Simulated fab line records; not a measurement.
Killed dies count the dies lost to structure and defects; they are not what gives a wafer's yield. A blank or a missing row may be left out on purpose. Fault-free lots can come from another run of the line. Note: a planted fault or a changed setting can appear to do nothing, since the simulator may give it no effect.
Chamber matching + flow n5 finfet + 3 sister chambers for N5_BEOL_M2_DEP_57 on pecvd-01
The step deposits SiCN from 3MS/NH3, target thk 8 nm, time 14 s. 18 wafers are shown with their chamber, then 9 later ones without.

WAFERS PAIRED WITH THEIR CHAMBERS
| wafer  | chamber | showerhead plenum p Torr (Torr) | throttle valve pct (%) |
|--------|---------|---------------------------------|------------------------|
| L077.1 | 2       | 3.654                           | 8.9                    |
| L077.3 | 0       | 3.690                           | 9.3                    |
| L077.6 | 0       | 3.686                           | 9.5                    |
| L082.1 | 2       | 3.657                           | 8.8                    |
| L082.2 | 1       | 3.662                           | 9.3                    |
| L082.4 | 1       | 3.646                           | 9.5                    |
| L086.1 | 0       | 3.687                           | 9.1                    |
| L086.3 | 1       | 3.644                           | 9.2                    |
| L086.6 | 1       | 3.648                           | 9.2                    |
| L090.1 | 2       | 3.665                           | 8.9                    |
| L090.4 | 2       | 3.655                           | 9.0                    |
| L090.5 | 1       | 3.643                           | 9.3                    |
| L089.1 | 1       | 3.653                           | 9.3                    |
| L089.2 | 2       | 3.649                           | 9.0                    |
| L089.3 | 0       | 3.679                           | 9.5                    |
| L089.4 | 0       | 3.676                           | 9.3                    |
| L089.5 | 1       | 3.647                           | 9.3                    |
| L089.6 | 2       | 3.656                           | 8.6                    |

SIGNATURES (means of the wafers above)
| reading                  | chamber 0 | chamber 1 | chamber 2 | scatter within a chamber |
|--------------------------|-----------|-----------|-----------|--------------------------|
| showerhead plenum p Torr | 3.68360   | 3.64900   | 3.65600   | 0.00596                  |
| throttle valve pct       | 9.340     | 9.300     | 8.867     | 0.138                    |
Rule: for a wafer and a chamber, the distance is found by dividing, reading by reading, the gap between the wafer's reading and the chamber's mean by the reading's scatter, squaring, summing and taking the root. If the next closest chamber is less than 2 further off than the closest, the wafer can't be placed; otherwise it belongs to the closest. The scatter: take each reading less its chamber's mean, square it, sum over the shown wafers, divide by the number of wafers less the number of chambers, and take the root.

WAFERS WITH NO CHAMBER GIVEN
| wafer  | showerhead plenum p Torr (Torr) | throttle valve pct (%) |
|--------|---------------------------------|------------------------|
| L091.3 | 3.658                           | 9.4                    |
| L091.5 | 3.687                           | 9.5                    |
| L091.6 | 3.655                           | 9.1                    |
| L096.2 | 3.653                           | 9.4                    |
| L096.3 | 3.659                           | 9.1                    |
| L096.4 | 3.656                           | 9.1                    |
| L097.2 | 3.687                           | 9.4                    |
| L097.4 | 3.672                           | 9.6                    |
| L097.5 | 3.647                           | 9.2                    |

WHICH CHAMBER EACH ONE RAN IN
| wafer  | from the rows above     | in truth                   |
|--------|-------------------------|----------------------------|
| L091.3 | 1                       | 1                          |
| L091.5 | 0                       | 0                          |
| L091.6 | can't be placed: 2 or 1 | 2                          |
| L096.2 | 1                       | 1                          |
| L096.3 | can't be placed: 2 or 1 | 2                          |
| L096.4 | can't be placed: 2 or 1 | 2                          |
| L097.2 | 0                       | 0                          |
| L097.4 | can't be placed: 0 or 1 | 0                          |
| L097.5 | 1                       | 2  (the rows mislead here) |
Correct placement for 4 of the 9. From these rows, 4 cannot be placed; in 4 the true chamber is one of the candidates. 1 placed wrongly.
